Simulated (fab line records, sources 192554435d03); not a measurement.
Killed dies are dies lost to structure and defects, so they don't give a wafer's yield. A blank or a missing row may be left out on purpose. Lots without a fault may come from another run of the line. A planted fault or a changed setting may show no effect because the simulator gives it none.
Chamber matching | flow n5_finfet | N5_GATE_CUT_CMP_43 on cmp-03: 4 sister chambers
The step polishes SiO2. 4 wafers are shown with their chamber, then 9 later ones without.

WAFERS WITH THEIR CHAMBER
wafer  | chamber | motor_current_A (A)
L091.1 | 0       | 11.4
L091.4 | 1       | 11.0
L092.1 | 3       | 12.0
L092.6 | 2       | 9.9

WAFERS WITHOUT THEIR CHAMBER
wafer  | motor_current_A (A)
L093.1 | 12.1
L093.5 | 11.6
L093.6 | 11.2
L094.2 | 11.6
L094.3 | 12.1
L094.4 | 9.5
L097.1 | 12.2
L097.2 | 12.0
L097.4 | 10.8

WHICH CHAMBER EACH WENT THROUGH
wafer  | from the rows above          | in truth
L093.1 | 3                            | 3
L093.5 | can't be placed: 0 or 3 or 1 | 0
L093.6 | can't be placed: 1 or 0      | 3
L094.2 | can't be placed: 0 or 3 or 1 | 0
L094.3 | 3                            | 3
L094.4 | 2                            | 2
L097.1 | 3                            | 3
L097.2 | 3                            | 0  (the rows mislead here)
L097.4 | can't be placed: 1 or 0      | 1
Placed correctly: 4 of 9. Can't be placed from these rows: 4 (the true chamber is among the candidates in 3). Placed wrongly: 1.
How it was worked out, from the rows above alone: a wafer's distance from a chamber is the root of the sum, over the readings, of the square of ((its reading less the chamber's mean) divided by the reading's scatter). The wafer belongs to the nearest chamber; if the next one is less than 2 further off, it can't be placed. A chamber's mean is the mean of its shown wafers. The scatter: with one shown wafer a chamber, the root of the mean of the squares of how far each hidden wafer lies from its nearest shown one.
